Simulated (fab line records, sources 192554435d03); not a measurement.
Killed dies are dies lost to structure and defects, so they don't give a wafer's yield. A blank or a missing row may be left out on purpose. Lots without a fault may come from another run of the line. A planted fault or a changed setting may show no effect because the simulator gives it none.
Chamber matching | flow n5_finfet | N5_BEOL_M6_DESCUM_16 on rie_diel-02: 4 sister chambers
The step chemistry O2, time 7.9 s. 14 wafers are shown with their chamber, then 7 later ones without.

WAFERS WITH THEIR CHAMBER
wafer  | chamber | drypump_motor_current_A (A) | showerhead_plenum_p_Torr (Torr) | oes_product_au (a.u.)
L079.1 | 0       | 6.2                         | 2.17                            | 0.69
L079.3 | 3       | 5.3                         | 2.16                            | 0.94
L079.4 | 2       | 5.1                         | 2.16                            | 0.68
L080.3 | 3       | 5.3                         | 2.16                            | 0.93
L080.4 | 2       | 5.1                         | 2.16                            | 0.68
L080.5 | 3       | 5.3                         | 2.16                            | 0.93
L083.3 | 3       | 5.3                         | 2.15                            | 0.90
L083.4 | 2       | 5.1                         | 2.16                            | 0.67
L083.5 | 3       | 5.3                         | 2.15                            | 0.90
L085.1 | 1       | 5.7                         | 2.11                            | 0.73
L085.4 | 1       | 5.8                         | 2.11                            | 0.73
L085.6 | 2       | 5.1                         | 2.16                            | 0.67
L087.1 | 3       | 5.3                         | 2.15                            | 0.88
L087.2 | 1       | 5.7                         | 2.11                            | 0.73

SIGNATURES (means of the wafers above)
reading                  | chamber 0 | chamber 1 | chamber 2 | chamber 3 | scatter within a chamber
drypump_motor_current_A  | 6.200     | 5.733     | 5.100     | 5.300     | 0.0258
showerhead_plenum_p_Torr | 2.1700    | 2.1100    | 2.1600    | 2.1550    | 0.00387
oes_product_au           | 0.6900    | 0.7300    | 0.6750    | 0.9133    | 0.0168
Rule: a wafer's distance from a chamber is the root of the sum, over the readings, of the square of ((its reading less the chamber's mean) divided by the reading's scatter). The wafer belongs to the nearest chamber; if the next one is less than 2 further off, it can't be placed. The scatter: the root of (the sum of the squares of (reading less its chamber's mean) over the shown wafers, divided by (wafers less chambers)).

WAFERS WITHOUT THEIR CHAMBER
wafer  | drypump_motor_current_A (A) | showerhead_plenum_p_Torr (Torr) | oes_product_au (a.u.)
L087.4 | 5.8                         | 2.11                            | 0.73
L088.1 | 5.1                         | 2.16                            | 0.66
L088.3 | 5.3                         | 2.15                            | 0.89
L088.5 | 5.7                         | 2.11                            | 0.74
L094.2 | 5.7                         | 2.10                            | 0.70
L094.3 | 6.1                         | 2.16                            | 0.90
L094.5 | 5.3                         | 2.14                            | 0.85

WHICH CHAMBER EACH WENT THROUGH
wafer  | from the rows above | in truth
L087.4 | 1                   | 1
L088.1 | 2                   | 2
L088.3 | 3                   | 3
L088.5 | 1                   | 1
L094.2 | 1                   | 1
L094.3 | 0                   | 0
L094.5 | 3                   | 3
Placed correctly: 7 of 7. Can't be placed from these rows: 0. Placed wrongly: 0.
